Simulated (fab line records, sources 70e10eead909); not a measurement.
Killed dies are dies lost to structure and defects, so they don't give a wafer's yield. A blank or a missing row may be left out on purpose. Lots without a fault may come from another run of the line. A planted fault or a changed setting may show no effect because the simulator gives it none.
fab line records | flow nand_harc
record lots=15 wafers=45 last_day=34
route steps=1302 shown A_M0@1153 A_M1@1178
lots that met no fault: from a run of the same line without faults
start_h: hours from the record's first day to the start of the lot's first wafer shown | wait_h: hours since the lot's step before | " the same as in the row above | L1.1+2: a row that stands for several wafers | - no value, or no start given | * or withheld: withheld | < > ~ a bound
route shown NAME@n: a module of which the file shows steps, and the number in the route of the first | usual: mean/standard deviation of fault-free wafers | same: alike in all rows | chamber/n: place in a boat | sites: the reading at each site | _std_site: their standard deviation | _edge_site: outer sites' mean less inner sites' | radius_mm: how far each site lies from the wafer's centre | mask NAME#n: copy n | behind: the tool/chamber that last shaped the wafer | hold: why the lot was held/for how many hours/how that ended | device: the transistor (n, p or np) that didn't switch | end of line: the same wafers' tests at the end of the route | a step without rows: its recipe alone | killed: dies lost to structure and defects at the first sort, not the wafer's yield | map: a wafer's dies, x killed, . not, _ none there
set.NAME: the setting as run; set.NAME@STEP: as run at that earlier step | model.NAME: the simulator's own value behind a step, which no gauge read
steps of the route over a sample of lots; a table a step, a row a wafer
services: from which hour (start_h, from the record's first day; less than 0 if before it) a tool's chamber was out of use, for how many hours, and why
## steps
# step NHARC_A_M0_CD_MEAS_16
# usual cd_nm=80.1/0.86
# columns lot.wafer tool chamber start_h wait_h cd_nm
L571.2 cd_sem-03 - 536.66 - 81.3
L571.3 " - " " 79.9
L571.5 " - " " 79.8
L572.1 cd_sem-02 - 538.71 - 78.8
L572.2 " - " " 78.9
L572.5 " - " " 79.7
L573.2 cd_sem-02 - 543.25 - 80.0
L573.4 " - " " 79.8
L573.6 " - " " 80.3
L574.1 cd_sem-03 - 544.63 - 81.1
L574.2 " - " " 81.5
L574.4 " - " " 79.8
L576.1 cd_sem-02 - 558.51 - 81.2
L576.2 " - " " 80.6
L576.4 " - " " 80.6
L580.1 cd_sem-01 - 603.22 - 82.4
L580.3 " - " " 79.8
L580.5 " - " " 80.8
L578.1 cd_sem-03 - 611.88 - 79.5
L578.5 " - " " 81.5
L578.6 " - " " 80.5
L577.1 cd_sem-02 - 616.31 - 78.9
L577.2 " - " " 80.7
L577.4 " - " " 81.0
L579.1 cd_sem-03 - 616.93 - 79.0
L579.3 " - " " 80.6
L579.4 " - " " 80.7
L583.1 cd_sem-03 - 664.06 - 79.6
L583.4 " - " " 80.6
L583.6 " - " " 80.0
L587.1 cd_sem-01 - 676.73 - 80.4
L587.2 " - " " 80.5
L587.3 " - " " 80.8
L586.1 cd_sem-01 - 687.10 - 78.9
L586.3 " - " " 78.6
L586.6 " - " " 79.5
L588.3 cd_sem-03 - 688.90 - 79.5
L588.4 " - " " 79.2
L588.6 " - " " 79.2
L590.1 cd_sem-03 - 700.79 - 79.5
L590.3 " - " " 81.1
L590.4 " - " " 80.1
L592.1 cd_sem-01 - 762.43 - 78.9
L592.3 " - " " 80.5
L592.6 " - " " 79.5
# step NHARC_A_M0_PRE_CLEAN_29
# recipe time_s=30 temp_c=280 gas=H2/He
# usual heater_power_w=417/39
# columns lot.wafer tool chamber start_h wait_h heater_power_w
L571.3 pvd_sputter-02 - - - 400
L571.2 " - " " 393
L571.5 " - " " 395
L572.1 pvd_sputter-01 - - - 418
L572.2 " - " " 394
L572.5 " - " " 372
L573.4 pvd_sputter-01 - - - 401
L573.2 " - " " 390
L573.6 " - " " 337
L574.1 pvd_sputter-02 - - - 398
L574.2 " - " " 384
L574.4 " - " " 462
L576.2 pvd_sputter-02 - - - 449
L576.4 " - " " 401
L576.1 " - " " 389
L580.3 pvd_sputter-02 - - - 461
L580.1 " - " " 389
L580.5 " - " " 468
L578.1 pvd_sputter-02 - - - 458
L578.5 " - " " 468
L578.6 " - " " 448
L577.2 pvd_sputter-01 - - - 359
L577.1 " - " " 411
L577.4 " - " " 451
L579.4 pvd_sputter-03 - - - 447
L579.3 " - " " 501
L579.1 " - " " 385
L583.4 pvd_sputter-03 - - - 419
L583.1 " - " " 502
L583.6 " - " " 430
L587.3 pvd_sputter-01 - - - 403
L587.2 " - " " 441
L587.1 " - " " 348
L586.3 pvd_sputter-03 - - - 506
L586.1 " - " " 385
L586.6 " - " " 437
L588.3 pvd_sputter-03 - - - 384
L588.4 " - " " 405
L588.6 " - " " 432
L590.4 pvd_sputter-01 - - - 412
L590.3 " - " " 368
L590.1 " - " " 354
L592.1 pvd_sputter-02 - - - 438
L592.3 " - " " 453
L592.6 " - " " 418
# step NHARC_A_M0_PVD_20
# recipe target_thk_a=50 bias_v=168.6 power_w=15000 chamber_pressure_pa=0.12 time_s=8.06 substrate_temp_c=50 material=TaN
# usual substrate_temp_c=50.04/0.12 throttle_valve_pct=29.4/1.1
# columns lot.wafer tool chamber start_h wait_h substrate_temp_c throttle_valve_pct
L571.2 pvd_sputter-02 - - - 50.24 31.2
L571.3 " - " " 50.16 29.1
L571.5 " - " " 50.14 31.2
L572.1 pvd_sputter-01 - - - 50.03 30.0
L572.2 " - " " 49.84 29.6
L572.5 " - " " 50.27 30.5
L573.2 pvd_sputter-01 - - - 50.07 30.5
L573.4 " - " " 50.23 29.8
L573.6 " - " " 50.15 29.6
L574.2 pvd_sputter-02 - - - 50.02 29.4
L574.1 " - " " 50.10 27.7
L574.4 " - " " 50.09 31.3
L576.2 pvd_sputter-02 - - - 49.92 30.0
L576.4 " - " " 50.12 29.2
L576.1 " - " " 50.19 27.8
L580.1 pvd_sputter-02 - - - 50.05 31.2
L580.3 " - " " 49.94 29.0
L580.5 " - " " 50.07 29.6
L578.1 pvd_sputter-02 - - - 50.14 28.1
L578.6 " - " " 50.09 29.2
L578.5 " - " " 50.11 27.9
L577.4 pvd_sputter-01 - - - 50.12 29.7
L577.1 " - " " 50.11 29.4
L577.2 " - " " 49.67 28.8
L579.4 pvd_sputter-03 - - - 50.12 29.0
L579.3 " - " " 49.88 27.9
L579.1 " - " " 49.95 28.9
L583.1 pvd_sputter-03 - - - 49.89 28.9
L583.4 " - " " 50.02 28.2
L583.6 " - " " 50.09 28.0
L587.2 pvd_sputter-01 - - - 50.10 29.6
L587.1 " - " " 50.08 28.6
L587.3 " - " " 50.23 31.3
L586.3 pvd_sputter-03 - - - 49.97 28.2
L586.1 " - " " 50.04 28.6
L586.6 " - " " 50.08 28.8
L588.3 pvd_sputter-03 - - - 50.14 28.5
L588.4 " - " " 50.11 29.1
L588.6 " - " " 50.13 28.6
L590.1 pvd_sputter-01 - - - 50.11 28.4
L590.4 " - " " 50.10 31.1
L590.3 " - " " 49.93 29.6
L592.3 pvd_sputter-02 - - - 49.87 29.2
L592.1 " - " " 50.00 30.1
L592.6 " - " " 49.95 29.1
# step NHARC_A_M1_DEVELOP_08
# recipe develop_time_s=35 dev_temp_c=23
# usual chill_plate_temp_C=23.02/0.096 develop_time_s=35/0
# columns lot.wafer tool chamber start_h wait_h chill_plate_temp_C develop_time_s
L571.2 litho_track-01 0 540 - 23.10 35
L571.3 " 0 " " 22.99 35
L571.5 " 0 " " 22.92 35
L572.1 litho_track-06 0 542 - 22.81 35
L572.2 " 0 " " 23.00 35
L572.5 " 0 " " 22.81 35
L573.2 litho_track-06 0 546 - 23.15 35
L573.4 " 0 " " 23.01 35
L573.6 " 0 " " 23.11 35
L574.1 litho_track-04 0 548 - 22.99 35
L574.2 " 0 " " 22.89 35
L574.4 " 0 " " 23.00 35
L576.1 litho_track-06 0 562 - 23.08 35
L576.2 " 0 " " 22.95 35
L576.4 " 0 " " 22.99 35
L580.1 litho_track-06 - 606 - - -
L580.3 " - " " - -
L580.5 " - " " - -
L578.1 litho_track-01 - 615 - - -
L578.5 " - " " - -
L578.6 " - " " - -
L577.1 litho_track-01 - 619 - - -
L577.2 " - " " - -
L577.4 " - " " - -
L579.1 litho_track-04 0 620 - 23.06 35
L579.3 " 0 " " 23.09 35
L579.4 " 0 " " 23.18 35
L583.1 litho_track-01 0 667 - 23.01 35
L583.4 " 0 " " 22.82 35
L583.6 " 0 " " 23.06 35
L587.1 litho_track-06 0 680 - 23.01 35
L587.2 " 0 " " 23.16 35
L587.3 " 0 " " 22.87 35
L586.1 litho_track-01 0 690 - 23.05 35
L586.3 " 0 " " 23.05 35
L586.6 " 0 " " 23.07 35
L588.3 litho_track-04 0 692 - 23.08 35
L588.4 " 0 " " 23.11 35
L588.6 " 0 " " 23.11 35
L590.1 litho_track-01 0 704 - 22.96 35
L590.3 " 0 " " 22.99 35
L590.4 " 0 " " 22.98 35
L592.1 litho_track-01 0 765 - 22.93 35
L592.3 " 0 " " 22.87 35
L592.6 " 0 " " 22.82 35
## services
# columns tool chamber start_h hours kind
pvd_sputter-03 - 526.00 10.0 pm
litho_track-06 - 529.00 7.0 pm
litho_track-04 - 553.01 7.0 pm
pvd_sputter-03 - 561.61 0.8 repair
pvd_sputter-01 - 582.05 10.0 pm
pvd_sputter-03 - 613.25 3.9 repair
pvd_sputter-01 - 613.37 1.2 repair
pvd_sputter-02 - 638.04 10.0 pm
pvd_sputter-03 - 646.89 3.6 repair
pvd_sputter-03 - 676.24 2.2 repair
litho_track-01 - 680.00 7.0 pm
litho_track-06 - 704.00 7.0 pm
pvd_sputter-03 - 704.06 10.0 pm
litho_track-04 - 728.01 7.0 pm
pvd_sputter-01 - 736.70 0.9 repair
pvd_sputter-01 - 760.05 10.0 pm
## key
first_sign step=NHARC_A_M1_DEVELOP_08 reading=tool_record direction=missing
effect none on later readings
met_at NHARC_A_M1_DEVELOP_08
struck_lots L577,L578,L580
later_rows_left_out L577.1,L577.2,L577.4,L578.1,L578.5,L578.6,L580.1,L580.3,L580.5
sort_left_out L577.1,L577.2,L577.4,L578.1,L578.5,L578.6,L580.1,L580.3,L580.5
not_acting_at NHARC_A_M0_CD_MEAS_16,NHARC_A_M0_PRE_CLEAN_29,NHARC_A_M0_PVD_20
onset_between 562 606
fault kind=skipped_step_whole tool=litho_track-01,litho_track-06 chamber=- onset_h=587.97 steps=NHARC_A_M1_DEVELOP_08 scope=struck_lots_only
# sort_left_out: the simulated sort isn't trusted on such a fault, so these wafers' sort isn't shown, and their yield isn't known
# later_rows_left_out: the simulator's readings of these wafers behind a module that went badly wrong aren't trusted and aren't shown, but for the sort
